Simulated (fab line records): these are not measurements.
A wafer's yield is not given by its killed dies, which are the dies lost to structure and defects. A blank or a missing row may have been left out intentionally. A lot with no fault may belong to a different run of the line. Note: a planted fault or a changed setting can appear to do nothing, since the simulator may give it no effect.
What tool caused it? | flow n5_finfet | Sampling: 21 lots, 63 wafers, 6 of 1938 route steps

## WHAT EACH GAUGE READ, for each wafer
No reading from a measuring or inspecting step in the record can be judged against a usual standard deviation.

## WHAT TOOL EACH LOT RAN ON (gives the tool, then ch and the chambers of the sampled wafers, and finally the start)
lot  | N5_BEOL_M1_PECVD_72             | N5_BEOL_M1_HM_DEP_02         | N5_BEOL_M1_ETCH_64                 | N5_BEOL_M1_TRENCH_ETCH_37                     | N5_BEOL_M1_SPUTTER_90        | N5_BEOL_M2_ETCH_64
L074 | pecvd-01 ch 0,2, day 5 22:03    | pvd_sputter-02, day 6 00:46  | rie_diel-05 ch 2,3, day 6 01:21    | rie_diel-05 ch 0,2,3, day 6 09:08 or earlier  | pvd_sputter-01, day 6 09:08  | rie_diel-01 ch 0,1,2, day 6 12:23
L075 | pecvd-02 ch 0,1,2, day 6 05:04  | pvd_sputter-03, day 6 06:48  | rie_diel-03 ch 0,1, day 6 07:24    | rie_diel-04 ch 0,2,3, day 6 14:20 or earlier  | pvd_sputter-03, day 6 14:20  | rie_diel-06 ch 2,3, day 6 19:08
L076 | pecvd-01 ch 0,1, day 6 13:41    | pvd_sputter-01, day 6 15:10  | rie_diel-04 ch 0,2,3, day 6 15:53  | rie_diel-03 ch 0,1,3, day 6 20:40 or earlier  | pvd_sputter-01, day 6 20:40  | rie_diel-02 ch 0,2,3, day 7 01:14
L077 | pecvd-02 ch 0,1,2, day 6 17:34  | pvd_sputter-02, day 6 18:41  | rie_diel-03 ch 1,3, day 6 19:17    | rie_diel-05 ch 1,2,3, day 6 23:31 or earlier  | pvd_sputter-01, day 6 23:31  | rie_diel-01 ch 0,1,2, day 7 03:55
L078 | pecvd-03 ch 1,2, day 6 23:34    | pvd_sputter-03, day 7 00:29  | rie_diel-05 ch 1,3, day 7 01:18    | rie_diel-03 ch 0,3, day 7 05:30 or earlier    | pvd_sputter-01, day 7 05:30  | rie_diel-01 ch 0,1,2, day 7 08:43
L079 | pecvd-01 ch 0,2, day 7 03:57    | pvd_sputter-02, day 7 04:04  | rie_diel-04 ch 0,2, day 7 04:40    | rie_diel-03 ch 0,3, day 7 12:31 or earlier    | pvd_sputter-03, day 7 12:31  | rie_diel-01 ch 1,2,3, day 7 18:43
L080 | pecvd-02 ch 0,2, day 7 10:02    | pvd_sputter-02, day 7 12:47  | rie_diel-05 ch 0,1,3, day 7 13:31  | rie_diel-04 ch 1,2,3, day 7 21:02 or earlier  | pvd_sputter-02, day 7 21:02  | rie_diel-06 ch 0,3, day 8 01:06
L082 | pecvd-02 ch 0,1, day 7 22:02    | pvd_sputter-01, day 7 22:18  | rie_diel-05 ch 0,1,2, day 7 23:05  | rie_diel-04 ch 0,1,2, day 8 04:05 or earlier  | pvd_sputter-03, day 8 04:05  | rie_diel-02 ch 0,2,3, day 8 09:35
L081 | pecvd-02 ch 0,1, day 7 22:20    | pvd_sputter-02, day 8 00:11  | rie_diel-03 ch 0,1,2, day 8 01:00  | rie_diel-03 ch 0,3, day 8 07:14 or earlier    | pvd_sputter-03, day 8 07:14  | rie_diel-02 ch 0,2, day 8 10:22
L083 | pecvd-02 ch 0,1,2, day 8 05:32  | pvd_sputter-01, day 8 08:42  | rie_diel-04 ch 1,2, day 8 09:25    | rie_diel-05 ch 0,2, day 8 19:01 or earlier    | pvd_sputter-01, day 8 19:01  | rie_diel-02 ch 0,1, day 8 23:40
L084 | pecvd-03 ch 0,2, day 8 12:53    | pvd_sputter-01, day 8 13:16  | rie_diel-03 ch 0,1,3, day 8 14:03  | rie_diel-03 ch 0,1,2, day 8 22:03 or earlier  | pvd_sputter-02, day 8 22:03  | rie_diel-01 ch 0,2,3, day 9 01:02
L085 | pecvd-03 ch 0,1, day 9 02:55    | pvd_sputter-03, day 9 06:37  | rie_diel-05 ch 0,1,3, day 9 08:01  | rie_diel-04 ch 0,1,2, day 9 19:23 or earlier  | pvd_sputter-03, day 9 19:23  | rie_diel-01 ch 0,3, day 9 22:31
L087 | pecvd-02 ch 1,2, day 9 10:04    | pvd_sputter-02, day 9 10:07  | rie_diel-03 ch 1,2,3, day 9 11:01  | rie_diel-05 ch 0,3, day 10 00:11 or earlier   | pvd_sputter-03, day 10 00:11 | rie_diel-02 ch 2,3, day 10 03:24
L089 | pecvd-01 ch 1,2, day 9 18:56    | pvd_sputter-02, day 9 21:14  | rie_diel-04 ch 0,1, day 9 22:05    | rie_diel-05 ch 0,1,3, day 10 09:58 or earlier | pvd_sputter-02, day 10 09:58 | rie_diel-01 ch 1,2, day 10 14:46
L090 | pecvd-01 ch 0,1,2, day 10 00:53 | pvd_sputter-02, day 10 02:32 | rie_diel-05 ch 1,2,3, day 10 03:20 | rie_diel-03 ch 1,2,3, day 10 13:13 or earlier | pvd_sputter-02, day 10 13:13 | rie_diel-02 ch 2,3, day 10 18:02
L092 | pecvd-03 ch 0,1, day 10 12:28   | pvd_sputter-02, day 10 14:13 | rie_diel-04 ch 0,2, day 10 14:49   | rie_diel-04 ch 0,2,3, day 10 22:55 or earlier | pvd_sputter-02, day 10 22:55 | rie_diel-06 ch 0,3, day 11 01:55
L093 | pecvd-01 ch 0,2, day 10 15:55   | pvd_sputter-03, day 10 17:42 | rie_diel-03 ch 2,3, day 10 18:41   | rie_diel-05 ch 1,2, day 11 07:24 or earlier   | pvd_sputter-02, day 11 07:24 | rie_diel-02 ch 2,3, day 11 10:47
L094 | pecvd-03 ch 0,1, day 10 20:56   | pvd_sputter-02, day 10 21:07 | rie_diel-05 ch 1,2,3, day 10 21:50 | rie_diel-05 ch 0,1,3, day 11 10:50 or earlier | pvd_sputter-02, day 11 10:50 | rie_diel-06 ch 0,1,2, day 11 15:13
L095 | pecvd-01 ch 0,1,2, day 11 06:23 | pvd_sputter-01, day 11 08:05 | rie_diel-05 ch 0,1,2, day 11 08:41 | rie_diel-05 ch 0,1,3, day 11 15:42 or earlier | pvd_sputter-02, day 11 15:42 | rie_diel-01 ch 1,3, day 11 19:43
L097 | pecvd-02 ch 0,2, day 11 17:05   | pvd_sputter-01, day 11 18:39 | rie_diel-04 ch 0,1, day 11 19:23   | rie_diel-05 ch 2,3, day 12 08:44 or earlier   | pvd_sputter-02, day 12 08:44 | rie_diel-01 ch 2,3, day 12 15:13
L096 | pecvd-02 ch 0,2, day 11 22:26   | pvd_sputter-01, day 12 02:25 | rie_diel-03 ch 0,1,3, day 12 03:01 | rie_diel-05 ch 0,2,3, day 12 11:39 or earlier | pvd_sputter-01, day 12 11:39 | rie_diel-06 ch 0,3, day 12 15:46
- N5_BEOL_M1_PECVD_72: deposits SiO2 from TEOS/O2, target thk 16 nm, time 18 s.
- N5_BEOL_M1_HM_DEP_02: deposits TiN, target thk 20 nm.
- N5_BEOL_M1_ETCH_64: etches SOC in N2/H2, target depth 75 nm, overetch 15 nm, time 112.5 s.
- N5_BEOL_M1_TRENCH_ETCH_37: etches SiOC in C4F6/O2, target depth 55.207 nm, time 29 s.
- N5_BEOL_M1_SPUTTER_90: material Cu, target thk 4.5 nm, time 8.29 s.
- N5_BEOL_M2_ETCH_64: etches SOC in N2/H2, target depth 75 nm, overetch 22.5 nm, time 121.9 s.

## AS READ BY THE TOOLS THEMSELVES (means over the sampled wafers that have a number; for cases with no such wafer, the mark the record gives instead)
N5_BEOL_M1_PECVD_72.
lot  | tool     | heater_power_w (W) | showerhead_plenum_p_Torr (Torr) | throttle_valve_pct (%)
L074 | pecvd-01 | 700                | 8.64                            | 24.3
L075 | pecvd-02 | 689                | 8.76                            | 21.9
L076 | pecvd-01 | 661                | 8.68                            | 25.0
L077 | pecvd-02 | 698                | 8.76                            | 22.1
L078 | pecvd-03 | 787                | 8.87                            | 21.4
L079 | pecvd-01 | 648                | 8.64                            | 23.0
L080 | pecvd-02 | 647                | 8.79                            | 21.8
L082 | pecvd-02 | 782                | 8.74                            | 22.0
L081 | pecvd-02 | 742                | 8.75                            | 21.9
L083 | pecvd-02 | 702                | 8.77                            | 22.1
L084 | pecvd-03 | 783                | 8.67                            | 21.7
L085 | pecvd-03 | 651                | 8.65                            | 22.3
L087 | pecvd-02 | 618                | 8.76                            | 22.4
L089 | pecvd-01 | 557                | 8.71                            | 23.7
L090 | pecvd-01 | 641                | 8.68                            | 23.9
L092 | pecvd-03 | 725                | 8.72                            | 22.5
L093 | pecvd-01 | 679                | 8.63                            | 24.2
L094 | pecvd-03 | 749                | 8.73                            | 22.5
L095 | pecvd-01 | 671                | 8.69                            | 24.0
L097 | pecvd-02 | 614                | 8.80                            | 22.6
L096 | pecvd-02 | 597                | 8.79                            | 22.2

N5_BEOL_M1_HM_DEP_02.
lot  | tool           | substrate_temp_c (C) | throttle_valve_pct (%)
L074 | pvd_sputter-02 | 25.07                | 28.0
L075 | pvd_sputter-03 | 25.05                | 29.6
L076 | pvd_sputter-01 | 25.05                | 29.9
L077 | pvd_sputter-02 | 25.10                | 28.3
L078 | pvd_sputter-03 | 24.93                | 30.3
L079 | pvd_sputter-02 | 25.07                | 28.5
L080 | pvd_sputter-02 | 24.95                | 28.9
L082 | pvd_sputter-01 | 24.88                | 29.7
L081 | pvd_sputter-02 | 25.13                | 29.7
L083 | pvd_sputter-01 | 25.10                | 29.5
L084 | pvd_sputter-01 | 24.97                | 29.8
L085 | pvd_sputter-03 | 25.07                | 30.3
L087 | pvd_sputter-02 | 24.96                | 28.5
L089 | pvd_sputter-02 | 25.07                | 29.5
L090 | pvd_sputter-02 | 25.02                | 29.6
L092 | pvd_sputter-02 | 24.98                | 29.9
L093 | pvd_sputter-03 | 24.97                | 29.6
L094 | pvd_sputter-02 | 24.96                | 29.6
L095 | pvd_sputter-01 | 24.89                | 29.4
L097 | pvd_sputter-01 | 25.00                | 29.5
L096 | pvd_sputter-01 | 25.02                | 29.8

N5_BEOL_M1_ETCH_64.
lot  | tool        | chamber_pressure_mTorr (mTorr) | drypump_motor_current_A (A) | h2_flow_sccm (sccm) | oes_product_au (a.u.) | rf_vpp_V (V) | showerhead_plenum_p_Torr (Torr) | throttle_valve_pct (%)
L074 | rie_diel-05 | 30.001                         | 5.7                         | 200.2               | 0.62                  | 527.4        | 2.66                            | 17.94
L075 | rie_diel-03 | 30.009                         | 6.1                         | 200.5               | 0.67                  | 523.0        | 2.50                            | 17.76
L076 | rie_diel-04 | 29.993                         | 6.1                         | 200.4               | 0.61                  | 524.7        | 2.59                            | 17.74
L077 | rie_diel-03 | 29.996                         | 5.7                         | 200.2               | 0.61                  | 523.6        | 2.51                            | 17.85
L078 | rie_diel-05 | 30.000                         | 5.8                         | 200.0               | 0.65                  | 527.4        | 2.69                            | 17.85
L079 | rie_diel-04 | 30.004                         | 6.2                         | 200.3               | 0.61                  | 525.3        | 2.59                            | 17.76
L080 | rie_diel-05 | 29.996                         | 5.6                         | 200.3               | 0.64                  | 526.2        | 2.64                            | 17.94
L082 | rie_diel-05 | 29.985                         | 5.6                         | 199.9               | 0.60                  | 525.2        | 2.61                            | 18.01
L081 | rie_diel-03 | 29.988                         | 6.0                         | 200.5               | 0.62                  | 523.1        | 2.51                            | 17.75
L083 | rie_diel-04 | 30.010                         | 6.3                         | 200.3               | 0.59                  | 524.2        | 2.54                            | 17.99
L084 | rie_diel-03 | 30.016                         | 6.0                         | 200.5               | 0.60                  | 523.6        | 2.51                            | 17.84
L085 | rie_diel-05 | 30.000                         | 5.6                         | 200.4               | 0.63                  | 526.1        | 2.64                            | 17.96
L087 | rie_diel-03 | 30.010                         | 5.7                         | 200.0               | 0.60                  | 522.6        | 2.51                            | 17.80
L089 | rie_diel-04 | 29.992                         | 5.9                         | 198.8               | 0.62                  | 525.2        | 2.59                            | 17.92
L090 | rie_diel-05 | 29.982                         | 5.7                         | 199.9               | 0.60                  | 526.9        | 2.65                            | 17.95
L092 | rie_diel-04 | 29.980                         | 5.8                         | 200.2               | 0.62                  | 525.8        | 2.63                            | 17.72
L093 | rie_diel-03 | 30.023                         | 5.5                         | 199.5               | 0.56                  | 522.9        | 2.52                            | 17.80
L094 | rie_diel-05 | 30.018                         | 5.7                         | 199.8               | 0.60                  | 526.2        | 2.65                            | 17.95
L095 | rie_diel-05 | 29.996                         | 5.6                         | 199.4               | 0.59                  | 525.6        | 2.60                            | 18.05
L097 | rie_diel-04 | 29.999                         | 5.7                         | 200.4               | 0.62                  | 526.4        | 2.63                            | 17.80
L096 | rie_diel-03 | 30.009                         | 6.0                         | 200.4               | 0.59                  | 522.1        | 2.50                            | 17.89

N5_BEOL_M1_TRENCH_ETCH_37.
lot  | tool        | chamber_pressure_mTorr (mTorr) | drypump_motor_current_A (A) | oes_product_au (a.u.) | rf_vpp_V (V) | showerhead_plenum_p_Torr (Torr) | throttle_valve_pct (%)
L074 | rie_diel-05 | 29.976                         | 5.5                         | 0.82                  | 669          | 2.95                            | 20.98
L075 | rie_diel-04 | 29.975                         | 6.2                         | 0.77                  | 665          | 2.89                            | 20.71
L076 | rie_diel-03 | 30.017                         | 6.0                         | 0.79                  | 667          | 2.81                            | 20.81
L077 | rie_diel-05 | 29.998                         | 5.7                         | 0.79                  | 669          | 2.97                            | 20.90
L078 | rie_diel-03 | 30.013                         | 5.9                         | 0.72                  | 671          | 2.82                            | 20.91
L079 | rie_diel-03 | 29.998                         | 5.9                         | 0.72                  | 671          | 2.82                            | 20.91
L080 | rie_diel-04 | 29.991                         | 6.4                         | 0.73                  | 664          | 2.83                            | 20.86
L082 | rie_diel-04 | 30.011                         | 6.0                         | 0.78                  | 667          | 2.89                            | 20.79
L081 | rie_diel-03 | 29.980                         | 5.9                         | 0.71                  | 672          | 2.82                            | 20.93
L083 | rie_diel-05 | 30.000                         | 5.5                         | 0.74                  | 668          | 2.91                            | 21.07
L084 | rie_diel-03 | 30.000                         | 5.9                         | 0.78                  | 664          | 2.80                            | 20.72
L085 | rie_diel-04 | 30.005                         | 6.0                         | 0.78                  | 666          | 2.88                            | 20.81
L087 | rie_diel-05 | 29.966                         | 5.5                         | 0.82                  | 669          | 2.96                            | 20.96
L089 | rie_diel-05 | 30.014                         | 5.6                         | 0.78                  | 664          | 2.94                            | 20.99
L090 | rie_diel-03 | 29.978                         | 5.7                         | 0.76                  | 667          | 2.80                            | 20.78
L092 | rie_diel-04 | 29.983                         | 6.1                         | 0.75                  | 664          | 2.88                            | 20.76
L093 | rie_diel-05 | 30.014                         | 5.7                         | 0.71                  | 668          | 2.93                            | 21.02
L094 | rie_diel-05 | 29.994                         | 5.6                         | 0.77                  | 666          | 2.93                            | 20.99
L095 | rie_diel-05 | 30.002                         | 5.6                         | 0.78                  | 665          | 2.93                            | 20.99
L097 | rie_diel-05 | 29.982                         | 5.7                         | 0.78                  | 671          | 2.97                            | 20.94
L096 | rie_diel-05 | 30.010                         | 5.5                         | 0.77                  | 668          | 2.93                            | 21.05

N5_BEOL_M1_SPUTTER_90.
lot  | tool           | substrate_temp_c (C) | throttle_valve_pct (%)
L074 | pvd_sputter-01 | -19.99               | 29.3
L075 | pvd_sputter-03 | -20.01               | 30.2
L076 | pvd_sputter-01 | -19.94               | 29.4
L077 | pvd_sputter-01 | -20.09               | 29.6
L078 | pvd_sputter-01 | -20.05               | 29.5
L079 | pvd_sputter-03 | -19.90               | 29.7
L080 | pvd_sputter-02 | -19.98               | 28.9
L082 | pvd_sputter-03 | -20.13               | 30.5
L081 | pvd_sputter-03 | -20.06               | 31.0
L083 | pvd_sputter-01 | -20.00               | 29.4
L084 | pvd_sputter-02 | -20.00               | 28.6
L085 | pvd_sputter-03 | -19.96               | 29.5
L087 | pvd_sputter-03 | -20.00               | 29.6
L089 | pvd_sputter-02 | -20.10               | 29.5
L090 | pvd_sputter-02 | -20.21               | 28.8
L092 | pvd_sputter-02 | -19.93               | 28.8
L093 | pvd_sputter-02 | -20.01               | 29.5
L094 | pvd_sputter-02 | -20.09               | 29.0
L095 | pvd_sputter-02 | -19.96               | 28.9
L097 | pvd_sputter-02 | -19.95               | 28.6
L096 | pvd_sputter-01 | -19.96               | 30.0

N5_BEOL_M2_ETCH_64.
lot  | tool        | chamber_pressure_mTorr (mTorr) | drypump_motor_current_A (A) | h2_flow_sccm (sccm) | oes_product_au (a.u.) | rf_vpp_V (V) | showerhead_plenum_p_Torr (Torr) | throttle_valve_pct (%)
L074 | rie_diel-01 | 29.987                         | 5.5                         | 200.0               | 0.57                  | 522.1        | 2.50                            | 17.89
L075 | rie_diel-06 | 29.975                         | 5.9                         | 199.9               | 0.66                  | 521.5        | 2.47                            | 17.71
L076 | rie_diel-02 | 29.991                         | 5.6                         | 200.0               | 0.60                  | 525.5        | 2.59                            | 17.62
L077 | rie_diel-01 | 30.022                         | 5.5                         | 200.3               | 0.57                  | 522.9        | 2.50                            | 17.90
L078 | rie_diel-01 | 29.998                         | 5.5                         | 199.7               | 0.56                  | 522.7        | 2.49                            | 17.91
L079 | rie_diel-01 | 30.004                         | 5.9                         | 200.4               | 0.65                  | 523.1        | 2.50                            | 17.70
L080 | rie_diel-06 | 30.006                         | 5.9                         | 200.7               | 0.56                  | 523.2        | 2.51                            | 17.94
L082 | rie_diel-02 | 30.003                         | 5.6                         | 200.3               | 0.59                  | 525.3        | 2.59                            | 17.64
L081 | rie_diel-02 | 30.013                         | 5.8                         | 200.7               | 0.63                  | 524.0        | 2.54                            | 17.60
L083 | rie_diel-02 | 30.005                         | 5.9                         | 199.7               | 0.59                  | 525.2        | 2.58                            | 17.62
L084 | rie_diel-01 | 30.001                         | 5.8                         | 199.8               | 0.70                  | 522.2        | 2.48                            | 17.53
L085 | rie_diel-01 | 30.004                         | 6.0                         | 200.1               | 0.71                  | 521.5        | 2.49                            | 17.57
L087 | rie_diel-02 | 30.010                         | 5.4                         | 200.4               | 0.57                  | 524.5        | 2.58                            | 17.70
L089 | rie_diel-01 | 29.988                         | 5.7                         | 200.0               | 0.60                  | 522.5        | 2.48                            | 17.71
L090 | rie_diel-02 | 29.981                         | 5.5                         | 200.1               | 0.61                  | 523.7        | 2.53                            | 17.66
L092 | rie_diel-06 | 30.007                         | 5.6                         | 199.7               | 0.58                  | 524.9        | 2.59                            | 17.86
L093 | rie_diel-02 | 30.005                         | 5.4                         | 199.7               | 0.57                  | 524.7        | 2.58                            | 17.71
L094 | rie_diel-06 | 29.989                         | 5.5                         | 200.2               | 0.60                  | 524.7        | 2.56                            | 17.67
L095 | rie_diel-01 | 30.004                         | 5.8                         | 200.5               | 0.72                  | 522.7        | 2.49                            | 17.75
L097 | rie_diel-01 | 30.025                         | 5.9                         | 199.7               | 0.64                  | 521.6        | 2.47                            | 17.52
L096 | rie_diel-06 | 29.998                         | 5.9                         | 199.7               | 0.69                  | 526.9        | 2.71                            | 17.71

## THE ANSWER, worked out from the rows above alone
Rule: what is usual is taken from the lots themselves. Put in order of their means at a reading, lots are off if they are a third of the lots or fewer, leave a main group of 4 or more, and stand apart from it by a gap of 3 or more times the standard deviation of the main group's means; of several such gaps the widest counts. A main group is skipped when, at the precision printed for the reading in the tables above, its means are all equal. Also off: a lot with no number at a reading for which 4 or more lots have one. The other lots that the step has rows for count as sound. After the gauges, taken in route order, come the tools' own readings; for these a lot's mean is taken, as printed above. At the first step where some lot is off, the reading lying furthest off is the one used; lots without a number count as furthest.
No lot is off at any reading shown: from this, nothing can be told.

## WHAT THE SIMULATOR PUT IN
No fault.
